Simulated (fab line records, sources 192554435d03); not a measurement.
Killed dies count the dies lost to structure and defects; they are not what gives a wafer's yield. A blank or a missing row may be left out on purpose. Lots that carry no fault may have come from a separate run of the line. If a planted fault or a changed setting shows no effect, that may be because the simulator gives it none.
Split-lot study -- flow n5 finfet -- 21 wafers read across 7 lots, on a route 1938 steps long

THE SPLIT ITSELF
At N5_BEOL_M9_ILD_DEP_00 (deposits SiCOH lowk from DEMS/porogen, target thk 308.51 nm, time 58 s), the setting time s was moved away from the recipe's 58 s on 7 of the 21 wafers read, by +6.4% to +12.1%. For the rest of the wafers, this setting stayed at what the recipe calls for.

SPLIT TO READING: what lies between them in the file, 1 step
- N5_BEOL_M9_CURE_71: cures SiCOH lowk, time 240 s

THE READING
At N5_BEOL_M9_THK_MEAS_01: M9_ILD_THK, given in nm. A value of 267 nm with a standard deviation of 3.8 nm is what fault-free wafers of this fab line usually give.

wafer,"tool, chamber at the split","time s as run, s",against the recipe,"M9_ILD_THK, nm",against lot-mates on the recipe
L075.2,"pecvd-02, 1",58,recipe,258,-
L075.3,"pecvd-02, 0",58,recipe,263,-
L075.5,"pecvd-02, 0",58,recipe,267,-
L083.1,"pecvd-04, 2",58,recipe,262,-
L083.2,"pecvd-04, 0",58,recipe,262,-
L083.5,"pecvd-04, 2",58,recipe,271,-
L087.2,"pecvd-01, 0",58,recipe,269,-
L087.5,"pecvd-01, 2",58,recipe,269,-
L087.6,"pecvd-01, 0",64.92,+11.9%,304,+35
L089.2,"pecvd-04, 2",61.73,+6.4%,280,+15
L089.5,"pecvd-04, 0",61.73,+6.4%,286,+21
L089.6,"pecvd-04, 2",58,recipe,265,-
L094.1,"pecvd-02, 1",63.61,+9.7%,294,+30
L094.3,"pecvd-02, 0",58,recipe,264,-
L094.4,"pecvd-02, 2",63.61,+9.7%,300,+36
L093.1,"pecvd-01, 0",65.04,+12.1%,303,+38
L093.2,"pecvd-01, 2",58,recipe,263,-
L093.5,"pecvd-01, 2",58,recipe,267,-
L095.4,"pecvd-01, 2",58,recipe,269,-
L095.5,"pecvd-01, 0",58,recipe,274,-
L095.6,"pecvd-01, 1",62.06,+7.0%,289,+18

THE FIT
A straight line over all 21 wafers: M9_ILD_THK changes by +3.11 nm for each +1% of time s; r = +0.97; the points scatter about the line by 3.9 nm.
The same after taking each lot's own level away (the mean of its wafers on the recipe; 21 wafers): +3.09 nm for each +1%; r = +0.98; scatter 3.2 nm.
The reading moves by 38 nm for the largest change in time s, on that fit.
From 262.7 to 271.5 nm: that is the span of the lots' own levels, equal to 2.3 times the standard deviation above.
The two slopes agree, so the slope changes little with the lot-to-lot level.
Check: with one of the wafers moved furthest among these (+12.1%) left out of the fit, the line predicts +37.2 nm for it against its lot-mates. It came out at +38 nm against them.

ADDITIONAL SPLITS CARRIED BY THESE WAFERS
Other splits were also applied to these wafers ahead of the reading. Each is held against what the fit with the lots' levels taken away leaves over:
other split on the same wafers,wafers away from the commonest value,r with M9_ILD_THK (lot level and that fit taken away)
N5_BEOL_M5_EXPOSE_25 dose mj,7,-0.11
N5_BEOL_M5_ETCH_68 bias w,11,-0.10
N5_BEOL_M6_ILD_DEP_00 time s,6,+0.01
N5_BEOL_M6_EXPOSE_08 dose mj,9,+0.26
N5_BEOL_M7_DESCUM_33 time s,8,+0.22

THE WHOLE CHAIN: every reading that the file lists as answering this split, in the file's order
step,what it does,reading,change (the file's fit),r (the file's)
N5_BEOL_M9_ILD_DEP_00,"deposits SiCOH lowk from DEMS/porogen, target thk 308.51 nm, time 58 s","SiCOH_lowk_of_BEOL_M9_ILD_DEP_00.thk nm (the simulator's own value, which no gauge read)",+3.4 nm for each +1% of the setting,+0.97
N5_BEOL_M9_CURE_71,"cures SiCOH lowk, time 240 s","SiCOH_lowk_of_BEOL_M9_ILD_DEP_00.thk nm (the simulator's own value, which no gauge read)",+3.01 nm for each +1% of the setting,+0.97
N5_BEOL_M9_THK_MEAS_01,,M9_ILD_THK,+3.01 for each +1% of the setting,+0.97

THE FILE'S OWN FIT
M9_ILD_THK changes by +3.01 nm for each +1% of time s, r = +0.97.
